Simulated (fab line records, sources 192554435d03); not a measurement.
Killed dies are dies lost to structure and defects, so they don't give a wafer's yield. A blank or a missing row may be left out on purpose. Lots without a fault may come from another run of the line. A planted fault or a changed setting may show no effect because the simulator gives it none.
Chamber matching | flow n5_finfet | N5_BEOL_M8_STRIP_19 on rie_diel-02: 4 sister chambers
The step strips in O2. 4 wafers are shown with their chamber, then 10 later ones without.

WAFERS WITH THEIR CHAMBER
wafer  | chamber | showerhead_plenum_p_Torr (Torr)
L079.2 | 1       | 2.05
L083.1 | 0       | 1.96
L083.3 | 3       | 2.22
L087.3 | 2       | 2.04

WAFERS WITHOUT THEIR CHAMBER
wafer  | showerhead_plenum_p_Torr (Torr)
L087.6 | 2.05
L093.1 | 2.22
L093.5 | 2.22
L093.6 | 2.04
L095.2 | 2.04
L095.3 | 2.21
L095.6 | 2.03
L097.1 | 2.03
L097.2 | 2.22
L097.4 | 2.04

WHICH CHAMBER EACH WENT THROUGH
wafer  | from the rows above     | in truth
L087.6 | can't be placed: 1 or 2 | 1
L093.1 | 3                       | 3
L093.5 | 3                       | 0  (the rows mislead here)
L093.6 | can't be placed: 2 or 1 | 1
L095.2 | can't be placed: 2 or 1 | 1
L095.3 | 3                       | 3
L095.6 | can't be placed: 2 or 1 | 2
L097.1 | can't be placed: 2 or 1 | 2
L097.2 | 3                       | 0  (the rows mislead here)
L097.4 | can't be placed: 2 or 1 | 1
Placed correctly: 2 of 10. Can't be placed from these rows: 6 (the true chamber is among the candidates in 6). Placed wrongly: 2.
How it was worked out, from the rows above alone: a wafer's distance from a chamber is the root of the sum, over the readings, of the square of ((its reading less the chamber's mean) divided by the reading's scatter). The wafer belongs to the nearest chamber; if the next one is less than 2 further off, it can't be placed. A chamber's mean is the mean of its shown wafers. The scatter: with one shown wafer a chamber, the root of the mean of the squares of how far each hidden wafer lies from its nearest shown one.
